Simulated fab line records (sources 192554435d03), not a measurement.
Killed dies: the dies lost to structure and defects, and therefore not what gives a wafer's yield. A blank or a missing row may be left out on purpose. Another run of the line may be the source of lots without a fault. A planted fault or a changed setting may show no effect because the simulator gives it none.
Which tool was responsible?    flow n5-finfet    10 lots, 30 wafers sampled, at 5 steps of a route of 1938

== WHAT THE GAUGES READ, wafer by wafer ==
N5_BEOL_M10_INSPECT_30: inspects for defects (brightfield).
lot   measured      on                 raw-defect-count
L830  day 11 09:08  defect-inspect-01  408 356 307
L836  day 12 21:14  defect-inspect-01  279 281 279
L838  day 13 17:23  defect-inspect-01  553 403 494
L839  day 13 19:05  defect-inspect-01  422 438 339
L840  day 14 00:25  defect-inspect-01  419 493 845
L842  day 14 03:56  defect-inspect-02  730 823 660
L841  day 14 12:33  defect-inspect-01  349 562 339
L847  day 15 20:18  defect-inspect-02  345 409 303
L852  day 17 05:30  defect-inspect-01  322 292 486
L853  day 17 14:52  defect-inspect-02  481 282 406

== EACH LOT AND THE TOOL THAT RAN IT (in order: tool; ch and the chambers of the sampled wafers; start) ==
lot   N5_BEOL_M10_CURE_71            N5_BEOL_M10_STRIP_67                N5_BEOL_M10_HM_OPEN_17             N5_BEOL_M10_STRIP_19
L830  uv-cure-03 ch 2, day 11 03:00  rie-diel-02 ch 0,1,3, day 11 05:47  rie-metal-03 ch 0,1, day 11 05:49  rie-diel-03 ch 1,2, day 11 05:56
L836  uv-cure-03 ch 1, day 12 16:41  rie-diel-05 ch 0,3, day 12 18:31    rie-metal-01 ch 0,1, day 12 18:35  rie-diel-05 ch 0,1, day 12 18:40
L838  uv-cure-01 ch 2, day 13 10:15  rie-diel-05 ch 0,1,3, day 13 14:09  rie-metal-01 ch 0, day 13 14:11    rie-diel-02 ch 0,1,2, day 13 14:27
L839  uv-cure-03 ch 2, day 13 14:41  rie-diel-05 ch 0,3, day 13 18:16    rie-metal-03 ch 0,1, day 13 18:18  rie-diel-05 ch 0,1,2, day 13 18:33
L840  uv-cure-02 ch 0, day 13 21:55  rie-diel-05 ch 0,1,3, day 13 23:40  rie-metal-01 ch 0,1, day 13 23:43  rie-diel-05 ch 0,2,3, day 13 23:53
L842  uv-cure-02 ch 0, day 13 22:24  rie-diel-05 ch 1,2,3, day 14 00:39  rie-metal-01 ch 0,1, day 14 00:42  rie-diel-05 ch 0,2,3, day 14 00:57
L841  uv-cure-03 ch 1, day 14 08:22  rie-diel-03 ch 1,2,3, day 14 11:59  rie-metal-01 ch 0,1, day 14 12:01  rie-diel-02 ch 0,3, day 14 12:08
L847  uv-cure-01 ch 2, day 15 13:23  rie-diel-02 ch 0,2,3, day 15 16:07  rie-metal-02 ch 0,1, day 15 16:10  rie-diel-02 ch 0,1, day 15 16:17
L852  uv-cure-01 ch 2, day 16 23:27  rie-diel-05 ch 0,2,3, day 17 02:46  rie-metal-01 ch 1, day 17 02:49    rie-diel-03 ch 0,2,3, day 17 03:04
L853  uv-cure-01 ch 2, day 17 07:58  rie-diel-03 ch 0,2, day 17 10:34    rie-metal-03 ch 1, day 17 10:36    rie-diel-05 ch 0,1, day 17 10:43
- N5_BEOL_M10_CURE_71: cures SiCOH lowk, time 240 s.
- N5_BEOL_M10_STRIP_67: strips in CF4.
- N5_BEOL_M10_HM_OPEN_17: chemistry Cl2/BCl3, target TiN, target depth 20 nm, overetch 6 nm.
- N5_BEOL_M10_STRIP_19: strips in O2.

== THE ANSWER, worked out from the rows above alone ==
Rule: what is usual is taken from the lots themselves. The widest of any qualifying gaps counts: lots, ordered by their means at a reading, are off when they make up no more than a third of the lots, leave a main group of 4 or more, and stand apart from it by 3 or more times the standard deviation of that group's means. A main group is skipped when, at the precision printed for the reading in the tables above, its means are all equal. A lot without any number at a reading at which 4 lots or more have one is off too. Any other lot the step has rows for is counted as sound.
Nothing can be told from this: no lot is off at any reading shown.

== WHAT HAD BEEN PUT IN BY THE SIMULATOR ==
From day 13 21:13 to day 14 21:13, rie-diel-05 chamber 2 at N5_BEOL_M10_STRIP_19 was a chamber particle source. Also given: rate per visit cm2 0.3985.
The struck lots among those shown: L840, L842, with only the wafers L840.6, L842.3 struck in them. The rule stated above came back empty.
